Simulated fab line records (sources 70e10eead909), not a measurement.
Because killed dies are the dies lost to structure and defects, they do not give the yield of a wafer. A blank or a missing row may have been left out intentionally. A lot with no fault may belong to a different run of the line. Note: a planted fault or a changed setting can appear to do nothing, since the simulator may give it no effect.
Comparing a struck lot with a sound one | flow nand harc | 15 steps out of a route of 1302
Sound: these wafers, L307.2, L307.5, L307.6. Struck: wafers L317.1, L317.2, L317.4. Last of all comes the cause.
Per side, at each step with rows, come the tool, then ch with its chambers, and then its first start. Under that, the readings that differ: sound wafers | struck wafers | difference of the means | sigmas: that difference in standard deviations of wafers without a fault.
alike: words and numbers the same on both sides, and readings whose means are apart by under 2 such deviations; not compared: readings that were withheld, readings missing a value for some wafer, numbers with overlapping values and no deviation given by the record, and bounds like >300 which may hide the same value.
The two part at a step that has a row with sigmas, a row that says differs or no value, or rows on one side only. Non-overlapping numbers with no deviation appear without sigmas and do not part them. A reading missing from all wafers of one side parts the sides only when that side holds two or more wafers.

first, 8 steps without rows for these wafers: NHARC_P_GATE_DEHYDRATE_51 (time 120 s); NHARC_P_GATE_HMDS_52 (time 30 s); NHARC_P_GATE_COAT_53; NHARC_P_GATE_SOFTBAKE_54 (time 95 s); NHARC_P_GATE_EBR_55; NHARC_P_GATE_EXPOSE_56 (exposes mask P PSD, target cd 720 nm); NHARC_P_GATE_PEB_57 (peb time 85 s); NHARC_P_GATE_DEVELOP_58 (time 70 s).
NHARC_P_GATE_CD_MEAS_59 targets a cd of 720 nm.
  sound on cd sem-01 ch 0, day 7 21:55; struck on cd sem-02 ch 0, day 12 09:21
  alike: cd nm
then, 1 step without rows for these wafers: NHARC_P_GATE_HARDBAKE_60 (time 80 s).
NHARC_P_GATE_DESCUM_61: chemistry O2, time 3 s.
  sound on rie diel-09 ch 0,2,3, day 7 22:07; struck on rie diel-13 ch 0,1,2, day 12 09:32
  reading      | sound          | struck         | difference | sigmas
  rf vpp V (V) | 59.2 58.8 59.3 | 57.8 56.8 57.6 | -1.7       | -2
  alike: drypump motor current A, oes product au, showerhead plenum p Torr, throttle valve pct
  not compared: rf hours counter h
next, for these wafers, 1 step has no rows: NHARC_P_GATE_IMPLANT_62.
NHARC_P_GATE_STRIP_112: strips in N2/H2, time 200 s.
  sound on plasma asher-02 ch 0,1, day 7 22:31; struck on plasma asher-01 ch 0,1, day 12 09:54
  no value came back on the struck wafers for drypump motor current A (A), heater power w (W), rf refl power W (W); on the sound wafers drypump motor current A (A) reads 5.54 5.94 5.55
  not compared: rf hours counter h
NHARC_P_GATE_STRIP_76: strips in O2.
  sound on plasma asher-02 ch 0,1, day 7 22:44; struck on plasma asher-01 ch 0,1, day 12 10:10
  alike: drypump motor current A, heater power w, rf refl power W
  not compared: rf hours counter h
-- the record jumps here: 18 days lie between the struck wafers' starts before and after (it left off in module P_GATE and takes up again in module END, whose first step shown is number 1302 of the route) --
NHARC_END_SORT_01:
  the record has rows for the struck wafers here (prober-01 ch 0, day 30 18:44) and none for the sound ones

WHERE THEY PART
Last at NHARC_END_SORT_01 as far as this record goes, first at NHARC_P_GATE_DESCUM_61.

WHY: whatever the simulator had introduced
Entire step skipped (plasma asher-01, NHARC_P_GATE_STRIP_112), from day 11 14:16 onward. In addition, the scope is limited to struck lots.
